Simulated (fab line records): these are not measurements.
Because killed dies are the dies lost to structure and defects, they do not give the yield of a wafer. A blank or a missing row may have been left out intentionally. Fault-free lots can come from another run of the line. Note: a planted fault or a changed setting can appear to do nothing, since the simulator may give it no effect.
Check of tool commonality    flow nandHarc    9 wafers sampled across 3 lots

== WHY IT WAS OPENED ==
At NHARC_END_SORT_01 the reading killedAtPeriphery is flagged on 2 of 3 lots. No-fault wafers: 3.7, standard deviation 2.6.
Rule: a lot is flagged when every wafer of it that has a number lies more than 4 standard deviations from that mean, or none has a number. The other lots count as sound.

lot   measured      on         killedAtPeriphery, wafer by wafer  flag
L915  day 25 07:01  prober-01  11 8 6                             
L919  day 26 21:58  prober-02  507 493 490                        FLAGGED
L920  day 27 06:35  prober-02  532 520 495                        FLAGGED
On average the flagged lots read 506.2, which is +502.5 against the usual, or +99 or more standard deviations.

== WHICH TOOL RAN EACH LOT ==
The record holds 4 process steps before the reading, out of a route of 1302 steps. Each cell gives the tool, then ch followed by the chambers the sampled wafers passed through, then the start.
lot   flag     NHARC_P_M1_ECD_22             NHARC_THIN_TSV_DESCUM_14           NHARC_THIN_TSV_ANNEAL_52         NHARC_THIN_TSV_ETCH_36
L915           ecdCu-02 ch 0,1, day 7 12:28  rieDiel-05 ch 1,2, day 24 10:17    rtpAnneal-01 ch 0, day 24 14:08  rieMetal-01 ch 0,1, day 24 16:27
L919  FLAGGED  ecdCu-01 ch 0,1, day 8 17:26  rieDiel-09 ch 0,1, day 26 06:55    rtpAnneal-02 ch 0, day 26 10:55  rieMetal-01 ch 1, day 26 13:24
L920  FLAGGED  ecdCu-01 ch 0,1, day 9 10:41  rieDiel-07 ch 0,1,2, day 26 09:26  rtpAnneal-01 ch 0, day 26 13:25  rieMetal-02 ch 0,1, day 26 15:52
What these steps do:
- NHARC_P_M1_ECD_22: material Cu, target thk 400 nm.
- NHARC_THIN_TSV_DESCUM_14: chemistry O2, time 3 s.
- NHARC_THIN_TSV_ANNEAL_52: time 90 s.
- NHARC_THIN_TSV_ETCH_36: etches the open film in Cl2/BCl3, target depth 65 nm, time 18.571 s.
- NHARC_END_SORT_01

== FLAGGED OVER TOTAL, TOOL BY TOOL (the gauges that took the reading come last) ==
step                      tool          lots run  flagged  share of the flagged lots  sound lots run after its first flagged lot
NHARC_P_M1_ECD_22         ecdCu-01      2         2        all                        0
NHARC_P_M1_ECD_22         ecdCu-02      1         0        none                       -
NHARC_THIN_TSV_DESCUM_14  rieDiel-05    1         0        none                       -
NHARC_THIN_TSV_DESCUM_14  rieDiel-07    1         1        some                       0
NHARC_THIN_TSV_DESCUM_14  rieDiel-09    1         1        some                       0
NHARC_THIN_TSV_ANNEAL_52  rtpAnneal-01  2         1        some                       0
NHARC_THIN_TSV_ANNEAL_52  rtpAnneal-02  1         1        some                       0
NHARC_THIN_TSV_ETCH_36    rieMetal-01   2         1        some                       0
NHARC_THIN_TSV_ETCH_36    rieMetal-02   1         1        some                       0
NHARC_END_SORT_01         prober-01     1         0        none                       -
NHARC_END_SORT_01         prober-02     2         2        all                        0

== WHAT IS ALLOWED BY THE TABLE ==
Table rows that saw every flagged lot: 2, namely ecdCu-01 at NHARC_P_M1_ECD_22 and prober-02 at NHARC_END_SORT_01.
- ecdCu-01 at NHARC_P_M1_ECD_22 ran 2 lots, 2 of them flagged. It ran no sound lot before its first flagged lot in this sample, so the start can't be narrowed down.
- prober-02 at NHARC_END_SORT_01 ran 2 lots, 2 of them flagged. It ran no sound lot before its first flagged lot in this sample, so the start can't be narrowed down.
These 2 tools cannot be told apart by counting lots, since each of them fits a fault that started at some hour. More lots, or a look at what each step does to the wafer, might.

== WHAT THE SIMULATOR PUT IN ==
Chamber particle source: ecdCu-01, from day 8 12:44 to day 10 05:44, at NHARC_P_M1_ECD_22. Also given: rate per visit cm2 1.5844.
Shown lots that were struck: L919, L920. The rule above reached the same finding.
